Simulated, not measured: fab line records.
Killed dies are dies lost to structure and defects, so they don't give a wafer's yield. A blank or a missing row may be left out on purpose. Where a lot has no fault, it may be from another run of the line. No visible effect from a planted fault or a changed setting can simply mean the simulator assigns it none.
Chamber matching + flow nand harc + NHARC_A_STAIRCASE_TRIM_229 on rie diel-10 has 4 sister chambers
The step chemistry O2, time 211.2 s. 18 wafers are shown with their chamber, then 9 later ones without.

== EACH WAFER AND ITS CHAMBER ==
| wafer  | chamber | showerhead plenum p Torr (Torr) | drypump motor current A (A) | oes product au (a.u.) |
|--------|---------|---------------------------------|-----------------------------|-----------------------|
| L076.1 | 2       | 3.45                            | 5.2                         | 0.993                 |
| L076.4 | 0       | 3.39                            | 5.7                         | 0.997                 |
| L076.6 | 2       | 3.45                            | 5.2                         | 1.004                 |
| L078.3 | 0       | 3.38                            | 5.7                         | 1.002                 |
| L078.4 | 2       | 3.45                            | 5.1                         | 1.000                 |
| L078.5 | 3       | 3.34                            | 5.5                         | 1.010                 |
| L083.1 | 1       | 3.53                            | 5.7                         | 0.997                 |
| L083.2 | 0       | 3.38                            | 5.7                         | 0.994                 |
| L083.3 | 3       | 3.34                            | 5.6                         | 1.000                 |
| L087.2 | 1       | 3.52                            | 5.6                         | 1.006                 |
| L087.4 | 2       | 3.44                            | 5.2                         | 1.001                 |
| L087.5 | 2       | 3.44                            | 5.2                         | 0.992                 |
| L091.1 | 2       | 3.43                            | 5.2                         | 0.985                 |
| L091.5 | 2       | 3.43                            | 5.2                         | 1.003                 |
| L091.6 | 1       | 3.51                            | 5.7                         | 0.994                 |
| L093.1 | 2       | 3.42                            | 5.2                         | 0.995                 |
| L093.4 | 0       | 3.36                            | 5.7                         | 0.993                 |
| L093.6 | 1       | 3.51                            | 5.7                         | 1.003                 |

SIGNATURES (means of the wafers above)
| reading                  | chamber 0 | chamber 1 | chamber 2 | chamber 3 | scatter within a chamber |
|--------------------------|-----------|-----------|-----------|-----------|--------------------------|
| showerhead plenum p Torr | 3.3775    | 3.5175    | 3.4388    | 3.3400    | 0.0108                   |
| drypump motor current A  | 5.700     | 5.675     | 5.188     | 5.550     | 0.039                    |
| oes product au           | 0.99650   | 1.00000   | 0.99662   | 1.00500   | 0.0059                   |
Rule: distance of a wafer from a chamber = root of the sum over the readings of ((wafer's reading minus chamber's mean) / reading's scatter) squared. The wafer belongs to the nearest chamber; if the next one is less than 2 further off, it can't be placed. The scatter: take each reading less its chamber's mean, square it, sum over the shown wafers, divide by the number of wafers less the number of chambers, and take the root.

== WAFERS WITHOUT THEIR CHAMBER ==
| wafer  | showerhead plenum p Torr (Torr) | drypump motor current A (A) | oes product au (a.u.) |
|--------|---------------------------------|-----------------------------|-----------------------|
| L096.3 | 3.35                            | 5.7                         | 0.993                 |
| L096.4 | 3.50                            | 5.7                         | 1.002                 |
| L096.5 | 3.35                            | 5.7                         | 1.000                 |
| L096.1 | 3.31                            | 5.5                         | 1.005                 |
| L096.2 | 3.42                            | 5.2                         | 0.989                 |
| L096.6 | 3.50                            | 5.6                         | 1.003                 |
| L097.1 | 3.50                            | 5.6                         | 0.992                 |
| L097.2 | 3.35                            | 5.7                         | 0.998                 |
| L097.5 | 3.31                            | 5.5                         | 1.009                 |

== THE CHAMBER EACH PASSED THROUGH ==
| wafer  | from the rows above     | in truth |
|--------|-------------------------|----------|
| L096.3 | can't be placed: 0 or 3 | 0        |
| L096.4 | 1                       | 1        |
| L096.5 | can't be placed: 0 or 3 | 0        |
| L096.1 | 3                       | 3        |
| L096.2 | 2                       | 2        |
| L096.6 | 1                       | 1        |
| L097.1 | 1                       | 1        |
| L097.2 | can't be placed: 0 or 3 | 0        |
| L097.5 | 3                       | 3        |
Correctly placed: 6 of 9. Cannot be placed on the basis of these rows: 3; the candidates contain the true chamber in 3. 0 placed wrongly.
